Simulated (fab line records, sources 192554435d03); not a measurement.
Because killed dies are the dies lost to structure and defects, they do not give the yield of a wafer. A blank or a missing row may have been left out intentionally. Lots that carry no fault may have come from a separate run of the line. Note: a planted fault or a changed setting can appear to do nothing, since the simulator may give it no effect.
fab line records	flow n5Finfet
record lots=10	wafers=28	lastDay=18
route steps=1938 shown BEOL_M0@732 BEOL_M4@1111 PASSIVATION@1936
lots with no fault: from the same line, run without faults
startH: hours from the record's first day to the start of the lot's first wafer shown	waitH: time in hours since the lot's previous step	" identical to the entry in the row above	L1.1+2: one row covering several wafers at once	- either no value or no given start	* or withheld: withheld	< > ~ a bound
route shown NAME@n: a module of which the file shows steps, and the number in the route of the first	usual: mean and standard deviation over wafers with no fault	same: alike in all rows	chamber/n: place in a boat	sites: per-site readings	_std_site: their standard deviation	_edge_site: outer sites' mean less inner sites'	radiusMm: how far each site lies from the wafer's centre	mask NAME#n: copy n	behind: tool/chamber where the wafer was last shaped	hold: why the lot was held/for how many hours/how that ended	device: names the non-switching transistor (n, p or np)	end of line: at the end of the route, the tests of the same wafers	a step without rows: its recipe alone	killed: not the wafer's yield, but the dies lost to structure and defects at the first sort	map: a wafer's dies, marking killed ones x, the rest . and places with no die _
set.NAME: setting as actually run; set.NAME@STEP: the setting as run at that earlier step	model.NAME: the simulator's own value behind a step, which no gauge read
a sample of lots followed through the steps of the route, with each step as a table and each wafer as a row
services: the hour from which a tool's chamber was out of use, counted from the record's first day as startH (under 0 if before that day), plus the number of hours and why
## steps
# step N5_BEOL_M0_SURFACE_TREAT_137
# recipe gas=Ar	timeS=*	ionEnergyEv=*	ionCurrentMaCm2=0.5	pressureMtorr=*	arFlowSccm=30
# usual arFlowSccm=30.01/0.096	throttleValvePct=*
lot.wafer	tool	chamber	startH	waitH	arFlowSccm	throttleValvePct
L873.2	pvdSputter-03	-	126.27	0.2	29.92	*
L873.5	"	-	"	"	29.77	*
L873.6	"	-	"	"	29.92	*
L872.1	pvdSputter-02	-	126.75	0.3	30.07	*
L872.2	"	-	"	"	30.02	*
L872.5	"	-	"	"	30.06	*
L874.1	pvdSputter-01	-	136.80	0.2	30.02	*
L874.5	"	-	"	"	30.10	*
L874.6	"	-	"	"	30.10	*
L876.3	pvdSputter-03	-	145.38	0.2	30.09	*
L876.4	"	-	"	"	30.12	*
L876.6	"	-	"	"	30.06	*
L877.3	pvdSputter-01	-	153.90	0.4	30.01	*
L877.4	"	-	"	"	29.80	*
L877.5	"	-	"	"	30.11	*
L880.3	pvdSputter-02	-	174.71	0.1	30.10	*
L880.5	"	-	"	"	29.80	*
L880.6	"	-	"	"	29.98	*
L882.3	pvdSputter-01	-	184.58	0.2	30.18	*
L882.4	"	-	"	"	30.08	*
L882.5	"	-	"	"	29.85	*
L887.1	pvdSputter-01	-	229.87	0.3	30.06	*
L887.3	"	-	"	"	30.04	*
L890.1	pvdSputter-02	-	251.10	0.1	29.98	*
L890.5	"	-	"	"	30.04	*
L889.4	pvdSputter-01	-	257.31	0.2	29.94	*
L889.5	"	-	"	"	29.88	*
L889.6	"	-	"	"	29.96	*
# step N5_BEOL_M0_ANNEAL_133
# recipe tempC=400	timeS=60	ambient=vacuum
# usual heaterPowerW=830/77
lot.wafer	tool	chamber	startH	waitH	heaterPowerW
L873.2	pvdSputter-01	-	126.70	0.0	846
L873.5	"	-	"	"	918
L873.6	"	-	"	"	675
L872.1	pvdSputter-02	-	127.23	0.0	805
L872.2	"	-	"	"	916
L872.5	"	-	"	"	822
L874.1	pvdSputter-01	-	137.30	0.0	844
L874.5	"	-	"	"	863
L874.6	"	-	"	"	854
L876.3	pvdSputter-01	-	147.30	0.0	688
L876.4	"	-	"	"	848
L876.6	"	-	"	"	723
L877.3	pvdSputter-03	-	155.54	0.0	940
L877.4	"	-	"	"	745
L877.5	"	-	"	"	835
L880.3	pvdSputter-01	-	175.12	0.0	879
L880.5	"	-	"	"	877
L880.6	"	-	"	"	849
L882.3	pvdSputter-01	-	185.22	0.0	879
L882.4	"	-	"	"	928
L882.5	"	-	"	"	873
L887.1	pvdSputter-02	-	230.25	0.0	799
L887.3	"	-	"	"	809
L890.1	pvdSputter-03	-	251.46	0.0	750
L890.5	"	-	"	"	746
L889.4	pvdSputter-01	-	257.73	0.0	706
L889.5	"	-	"	"	886
L889.6	"	-	"	"	700
# step N5_BEOL_M0_ECD_118
# recipe material=Cu	targetThkA=3000
lot.wafer	tool	chamber	startH	waitH
L873.2+5+6	ecdCu-02	0,0,1	126.98	0.1
L872.1+2+5	ecdCu-02	1,0,0	127.51	0.1
L874.1+5+6	ecdCu-02	1,0,1	137.58	0.1
L876.3+4+6	ecdCu-01	1,0,1	147.60	0.1
L877.3+4+5	ecdCu-02	1,0,1	155.89	0.1
L880.3+5+6	ecdCu-01	0,1,0	175.41	0.1
L882.3+4+5	ecdCu-02	0,1,0	185.51	0.1
L887.1+3	ecdCu-02	0	230.52	0.1
L890.1+5	ecdCu-02	1	251.74	0.1
L889.4+5+6	ecdCu-01	1,0,1	258.03	0.1
# step N5_BEOL_M0_CMP_120
# recipe stopOn=SiOC	tOverpolishS=6.9	downForcePsi=1	platenRpm=50	clearingPlatenDownForcePsi=1.5	clearingPlatenRpm=50	postCmpClean=cuAlkaline	clearingPlatenPadVelocityMS=0.99484	padVelocityMS=0.99484
# usual edgeZonePressureFrac=1.000/0.0045	headPressurePsi=0.9998/0.0022	motorCurrentA=6.2/0.61	timeToEndpointS=61.3/2.6
lot.wafer	tool	chamber	startH	waitH	edgeZonePressureFrac	headPressurePsi	motorCurrentA	timeToEndpointS
L873.2	cmp-04	3	127.71	0.2	1.007	1.0030	6.3	61.1
L873.5	"	2	"	"	0.997	1.0000	7.2	59.5
L873.6	"	3	"	"	1.001	0.9981	6.3	60.7
L872.1	cmp-03	0	128.01	0.3	1.004	0.9966	5.9	63.5
L872.2	"	1	"	"	1.006	0.9985	6.6	61.0
L872.5	"	3	"	"	0.997	0.9994	5.5	63.4
L874.1	cmp-04	0	138.07	0.4	1.006	0.9974	5.8	62.8
L874.6	"	1	"	"	1.006	0.9999	6.5	63.3
L874.5	"	2	"	"	1.007	0.9992	6.9	60.5
L876.4	cmp-01	2	148.04	0.2	1.003	1.0037	5.4	60.3
L876.3	"	3	"	"	1.015	1.0004	6.3	65.4
L876.6	"	1	"	"	1.000	0.9988	5.9	67.4
L877.3	cmp-01	0	156.25	0.2	1.003	0.9962	5.1	61.3
L877.4	"	2	"	"	0.997	1.0006	5.4	58.3
L877.5	"	0	"	"	1.003	1.0009	5.1	56.6
L880.3	cmp-01	0	175.86	0.3	0.999	0.9986	5.4	61.9
L880.6	"	2	"	"	1.002	0.9974	5.1	59.0
L880.5	"	3	"	"	0.998	1.0014	6.0	69.1
L882.3	cmp-03	1	186.18	0.3	0.999	0.9989	6.8	63.1
L882.4	"	2	"	"	0.999	0.9949	5.4	66.1
L882.5	"	0	"	"	0.996	1.0020	6.1	63.9
L887.3	cmp-04	3	232.00	1.1	1.005	0.9968	6.8	42.1
L887.1	"	1	"	"	1.007	1.0004	6.4	42.7
L890.1	cmp-04	3	252.58	0.6	0.997	1.0001	6.5	40.0
L890.5	"	2	"	"	0.996	0.9971	7.1	57.3
L889.4	cmp-04	1	258.57	0.3	0.996	1.0006	6.6	60.8
L889.5	"	3	"	"	0.995	1.0003	6.4	59.2
L889.6	"	0	"	"	0.989	1.0016	5.8	58.9
# step N5_BEOL_M0_RS_MEAS_126
# recipe thkMeasGauge=four-point-probe	reads=Co_of_BEOL_M0_CO_CAP_123+Cu_of_BEOL_M0_ECD_118+Co_of_BEOL_M0_CVD_115+TaN_of_BEOL_M0_ALD_136
# usual M0_RS=0.537/0.018
lot.wafer	tool	chamber	startH	waitH	M0_RS[ohm/sq]
L873.2	filmMetro-01	-	128.28	0.1	0.543
L873.5	"	-	"	"	0.559
L873.6	"	-	"	"	0.529
L872.1	filmMetro-01	-	128.52	0.1	0.536
L872.2	"	-	"	"	0.525
L872.5	"	-	"	"	0.512
L874.1	filmMetro-02	-	138.51	0.0	0.535
L874.5	"	-	"	"	0.512
L874.6	"	-	"	"	0.523
L876.3	filmMetro-02	-	148.63	0.1	0.511
L876.4	"	-	"	"	0.514
L876.6	"	-	"	"	0.479
L877.3	filmMetro-02	-	156.86	0.1	0.557
L877.4	"	-	"	"	0.529
L877.5	"	-	"	"	0.537
L880.3	filmMetro-01	-	176.41	0.1	0.536
L880.5	"	-	"	"	0.512
L880.6	"	-	"	"	0.539
L882.3	filmMetro-02	-	186.69	0.1	0.551
L882.4	"	-	"	"	0.520
L882.5	"	-	"	"	0.543
L887.1	filmMetro-02	-	232.54	0.1	0.560
L887.3	"	-	"	"	0.555
L890.1	filmMetro-01	-	253.13	0.1	0.555
L890.5	"	-	"	"	0.536
L889.4	filmMetro-01	-	259.08	0.0	0.545
L889.5	"	-	"	"	0.550
L889.6	"	-	"	"	0.538
# step N5_BEOL_M4_RC_MEAS_101
# usual DIBL_N=37.2/2.1	DIBL_P=37.3/2.3	IOFF_N=0.18/0.041	IOFF_P=0.24/0.042	ION_N=680/13	ION_P=466/7.7	SS_N=71.8/0.68	SS_P=73.5/0.66	VT_N=249/3.6	VT_P=-248/3.4
lot.wafer	tool	chamber	startH	waitH	DIBL_N[mV/V]	DIBL_P[mV/V]	IOFF_N[nA/um]	IOFF_P[nA/um]	ION_N[uA/um]	ION_P[uA/um]	SS_N[mV/dec]	SS_P[mV/dec]	VT_N[mV]	VT_P[mV]
L873.2	prober-01	0	182.10	0.2	38.8	39.0	0.22	0.26	688	462	72.4	73.5	248	-249
L873.5	"	0	"	"	37.1	37.3	0.19	0.22	686	463	72.2	73.2	247	-251
L873.6	"	0	"	"	38.4	38.6	0.21	0.25	702	467	72.2	73.4	245	-248
L872.1	prober-01	0	185.02	0.0	34.4	34.0	0.15	0.20	677	472	70.9	73.2	249	-249
L872.2	"	0	"	"	33.4	33.2	0.13	0.17	665	455	70.7	73.0	250	-254
L872.5	"	0	"	"	35.9	36.3	0.18	0.23	684	463	71.7	73.2	245	-247
L874.1	prober-01	0	193.23	0.0	39.2	39.5	0.23	0.27	705	473	71.8	74.0	243	-247
L874.5	"	0	"	"	38.1	37.7	0.19	0.23	689	468	72.9	73.8	248	-252
L874.6	"	0	"	"	39.9	41.7	0.27	0.32	712	482	72.1	74.1	242	-243
L876.3	prober-02	0	205.13	0.3	39.4	39.2	0.25	0.30	694	472	72.9	73.9	243	-246
L876.4	"	0	"	"	35.0	33.6	0.14	0.21	656	460	71.2	72.8	252	-249
L876.6	"	0	"	"	35.1	34.5	0.15	0.23	679	471	70.9	73.0	248	-248
L877.3	prober-02	0	210.05	0.3	34.4	33.7	0.13	0.19	676	468	71.2	73.0	254	-252
L877.4	"	0	"	"	35.4	35.4	0.14	0.21	668	460	71.7	72.4	252	-248
L877.5	"	0	"	"	35.9	35.8	0.15	0.22	673	464	71.1	73.9	248	-246
L880.3	prober-02	0	228.33	0.3	35.3	36.0	0.16	0.26	686	475	72.0	73.8	249	-244
L880.5	"	0	"	"	33.3	34.3	0.13	0.22	670	473	70.9	73.4	250	-246
L880.6	"	0	"	"	36.0	36.6	0.18	0.28	686	477	71.9	73.5	249	-240
L882.3	prober-01	0	229.52	0.5	42.0	39.8	0.26	0.28	686	462	72.7	74.2	242	-247
L882.4	"	0	"	"	39.3	37.0	0.19	0.23	676	457	72.1	74.4	249	-248
L882.5	"	0	"	"	40.1	38.6	0.23	0.26	709	480	72.5	74.3	243	-243
L887.1	prober-02	0	270.93	0.0	36.5	38.3	0.18	0.26	693	477	71.9	73.7	248	-245
L887.3	"	0	"	"	34.8	34.9	0.13	0.19	678	467	71.0	72.9	255	-248
L890.1	prober-01	0	308.36	0.4	37.3	36.5	0.15	0.20	673	461	71.4	73.8	254	-255
L890.5	"	0	"	"	39.4	38.5	0.18	0.23	673	456	72.3	74.2	254	-252
L889.4	prober-01	0	316.76	0.5	36.4	38.7	0.18	0.25	686	472	72.6	73.6	246	-246
L889.5	"	0	"	"	36.9	39.7	0.18	0.26	690	480	72.1	73.6	247	-245
L889.6	"	0	"	"	35.1	37.1	0.15	0.23	674	469	72.0	73.0	250	-249
# step N5_PASSIVATION_PROBE_49
# usual defectLimitedYield=91.0/1.6	killed_at_M0_to_M3=35/11	killed_at_M4_up=14/5.3	killedAtContacts=13/6.7	killedAtFrontEnd=41/12	killedAtOther=3.9/2.7	killedDies=106/19	killedOpen=70/14	killedShort=35/8.8	sort_bin_4_leakage=0.01/0.058	sort_bin_5_function=5.3/1	sort_bin_6_memory=3.3/0.81	sortNPass=1073/19	sortYieldPct=91.0/1.6
# same grossDies=1180	killedAtBackSide=0	sort_bin_8_speed[%]=0
lot.wafer	tool	chamber	startH	waitH	defectLimitedYield[%]	killed_at_M0_to_M3	killed_at_M4_up	killedAtContacts	killedAtFrontEnd	killedAtOther	killedDies	killedOpen	killedShort	sort_bin_4_leakage[%]	sort_bin_5_function[%]	sort_bin_6_memory[%]	sortNPass	sortYieldPct[%]
L880.3	prober-01	-	335.41	0.1	91.9	15	20	11	40	9	95	63	31	0	5.0	2.9	1085	91.9
L880.5	prober-01	-	335.51	0.2	91.6	11	27	7	48	6	99	63	34	0	5.6	2.4	1081	91.6
L880.6	prober-01	-	335.56	0.3	92.9	21	20	6	33	4	84	46	37	0	5.2	1.9	1096	92.9
# killed by level:class
L880.3 STI_FIN_REVEAL:geometricParticle:open=16 MOL_CONTACT_COAG:geometricParticle:open=9 FIN_SAQP:geometricParticle:open=7 BEOL_M0_SAQP:geometricParticle:short=7 BEOL_M4:geometricParticle:open=5 BEOL_M4:geometricParticle:short=5 FIN_SAQP:geometricParticle:short=4 GATE_CUT:geometricParticle:short=4
L880.5 BEOL_M4:geometricParticle:open=17 STI_FIN_REVEAL:geometricParticle:open=13 FIN_SAQP:geometricParticle:open=8 BEOL_M4:geometricParticle:short=7 MOL_CONTACT_COAG:geometricParticle:open=6 FIN_SAQP:geometricParticle:short=5 BEOL_M0_SAQP:geometricParticle:short=5 GATE_CUT:geometricParticle:open=4
L880.6 BEOL_M0_SAQP:geometricParticle:short=11 BEOL_M4:geometricParticle:open=8 FIN_SAQP:geometricParticle:short=6 STI_FIN_REVEAL:geometricParticle:open=6 FIN_SAQP:geometricParticle:open=5 BEOL_M0_SAQP:geometricParticle:open=5 GATE_CUT:geometricParticle:short=4 MOL_CONTACT_COAG:geometricParticle:open=4
## services
tool	chamber	startH	hours	kind
cmp-01	-	117.11	0.3	repair
cmp-04	-	121.77	4.0	pm
cmp-04	-	125.77	-	consumableReplace:conditioner
cmp-04	-	125.77	-	consumableReplace:pad
cmp-01	-	133.97	1.9	repair
ecdCu-01	-	137.33	5.5	pm
ecdCu-02	-	139.15	2.7	repair
cmp-03	-	143.80	6.4	pm
cmp-04	-	152.37	1.0	repair
cmp-03	-	153.79	1.2	repair
ecdCu-01	-	154.62	7.2	repair
cmp-01	-	170.58	1.5	repair
ecdCu-02	-	175.01	2.4	repair
pvdSputter-02	-	189.66	6.6	repair
cmp-03	-	201.22	11.4	pm
ecdCu-02	-	218.56	0.8	repair
cmp-03	-	224.16	0.9	repair
ecdCu-01	-	224.25	6.9	repair
cmp-01	-	229.23	4.0	pm
cmp-01	-	233.23	-	consumableReplace:conditioner
cmp-01	-	233.23	-	consumableReplace:pad
cmp-01	-	235.47	5.8	pm
cmp-01	-	243.11	1.0	repair
cmp-01	-	250.04	14.9	pm
## key
firstSign step=N5_BEOL_M0_CMP_120	reading=timeToEndpointS	direction=down	sigmas=7.5	usual=*	struck=*
effect none on later readings
metAt N5_BEOL_M0_ECD_118
struckLots L887,L890
struckWafers L887.1,L887.3,L890.1
notActingAt N5_BEOL_M0_SURFACE_TREAT_137,N5_BEOL_M0_ANNEAL_133,N5_BEOL_M0_RS_MEAS_126
onsetBetween 185.51 230.52
fault kind=processParameterDrift	tool=ecdCu-02	chamber=-	onsetH=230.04	steps=N5_BEOL_M0_ECD_118	channel=targetThkA	offset=*	shape=step	endH=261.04	scope=struckWafersOnly	actsIn=*	stated=*
